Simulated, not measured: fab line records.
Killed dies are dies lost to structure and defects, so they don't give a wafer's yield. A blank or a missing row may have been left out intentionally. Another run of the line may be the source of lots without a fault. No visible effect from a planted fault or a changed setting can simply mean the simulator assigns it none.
Shared-tool check | flow nand harc | 4 lots, 12 wafers sampled

## WHY THIS WAS OPENED
On 2 of the 4 lots, a flag is raised at NHARC_END_SORT_01 on the reading killed at array. No-fault wafers: 29, standard deviation 10.
Rule: a lot is flagged in two cases, either no wafer of it has a number, or all its wafers with numbers fall more than 4 standard deviations from that mean. As for the other lots, they are considered sound.

lot  | measured     | on        | killed at array, wafer by wafer | flag
L421 | day 20 16:11 | prober-01 | 25 24 18                        |
L426 | day 22 03:57 | prober-02 | 28 34 30                        |
L427 | day 22 10:23 | prober-01 | 86 140 71                       | FLAGGED
L431 | day 23 07:53 | prober-01 | 110 73 118                      | FLAGGED
The mean of the flagged lots' numbers is 100, +71 from the usual (+7 standard deviations).

## WHICH TOOL EACH LOT WENT THROUGH
Before the reading, the record contains 4 process steps out of a 1159-step route. Cell contents, in order: the tool; ch with the chambers the sampled wafers went through; the start.
lot  | flag    | NHARC_A_CONTACT_ETCH_126             | NHARC_THIN_TSV_ETCH_44             | NHARC_THIN_TSV_DEP_47           | NHARC_THIN_TSV_STRIP_56
L421 |         | har cap etch-01 ch 0,1, day 17 22:45 | rie diel-06 ch 0,2,3, day 19 16:26 | pecvd-02 ch 1,2, day 19 18:04   | plasma asher-02 ch 0,1, day 19 22:52
L426 |         | har cap etch-03 ch 1, day 19 19:27   | rie diel-06 ch 2,3, day 21 12:28   | pecvd-02 ch 0,2, day 21 14:01   | plasma asher-01 ch 0, day 21 18:40
L427 | FLAGGED | har cap etch-02 ch 0,1, day 19 22:41 | rie diel-06 ch 1,2,3, day 21 13:47 | pecvd-01 ch 0,1,2, day 21 15:16 | plasma asher-01 ch 0,1, day 21 19:51
L431 | FLAGGED | har cap etch-02 ch 0,1, day 20 10:10 | rie diel-04 ch 0,1,2, day 22 19:17 | pecvd-03 ch 0,1,2, day 22 20:59 | plasma asher-01 ch 0,1, day 23 01:40
What the steps here do:
- NHARC_A_CONTACT_ETCH_126: etches the open film in C4F8/O2/Ar, time 155 s, target depth 956 nm.
- NHARC_THIN_TSV_ETCH_44: etches the open film in CF4/O2, target depth 1594.2 nm, time 797.1 s.
- NHARC_THIN_TSV_DEP_47: deposits SiO2, target thk 200 nm.
- NHARC_THIN_TSV_STRIP_56: strips in O2.
- NHARC_END_SORT_01

## FLAGGED OVER TOTAL, TOOL BY TOOL (the gauges that took the reading come last)
step                     | tool            | lots run | flagged | share of the flagged lots | sound lots run after its first flagged lot
NHARC_A_CONTACT_ETCH_126 | har cap etch-01 | 1        | 0       | none                      | -
NHARC_A_CONTACT_ETCH_126 | har cap etch-02 | 2        | 2       | all                       | 0
NHARC_A_CONTACT_ETCH_126 | har cap etch-03 | 1        | 0       | none                      | -
NHARC_THIN_TSV_ETCH_44   | rie diel-04     | 1        | 1       | some                      | 0
NHARC_THIN_TSV_ETCH_44   | rie diel-06     | 3        | 1       | some                      | 0
NHARC_THIN_TSV_DEP_47    | pecvd-01        | 1        | 1       | some                      | 0
NHARC_THIN_TSV_DEP_47    | pecvd-02        | 2        | 0       | none                      | -
NHARC_THIN_TSV_DEP_47    | pecvd-03        | 1        | 1       | some                      | 0
NHARC_THIN_TSV_STRIP_56  | plasma asher-01 | 3        | 2       | all                       | 0
NHARC_THIN_TSV_STRIP_56  | plasma asher-02 | 1        | 0       | none                      | -
NHARC_END_SORT_01        | prober-01       | 3        | 2       | all                       | 0
NHARC_END_SORT_01        | prober-02       | 1        | 0       | none                      | -

## THE TABLE: WHAT IT ALLOWS
3 rows of the table ran every flagged lot: har cap etch-02 at NHARC_A_CONTACT_ETCH_126, plasma asher-01 at NHARC_THIN_TSV_STRIP_56, prober-01 at NHARC_END_SORT_01.
- har cap etch-02 at NHARC_A_CONTACT_ETCH_126 ran 2 lots, 2 of them flagged. In this sample it ran no sound lot ahead of its first flagged lot, so there is no way to narrow down the start.
- plasma asher-01 at NHARC_THIN_TSV_STRIP_56 ran 3 lots, 2 of them flagged. Last sound lot L426 at day 21 18:40, first flagged lot L427 at day 21 19:51; a fault beginning in between fits.
- prober-01 at NHARC_END_SORT_01 ran 3 lots, 2 of them flagged. Last sound lot L421 at day 20 16:11, first flagged lot L427 at day 22 10:23; a fault beginning in between fits.
These 3 tools cannot be told apart by counting lots, since each of them fits a fault that started at some hour. More lots, or a look at what each step does to the wafer, might.

## WHAT HAD BEEN PUT IN BY THE SIMULATOR
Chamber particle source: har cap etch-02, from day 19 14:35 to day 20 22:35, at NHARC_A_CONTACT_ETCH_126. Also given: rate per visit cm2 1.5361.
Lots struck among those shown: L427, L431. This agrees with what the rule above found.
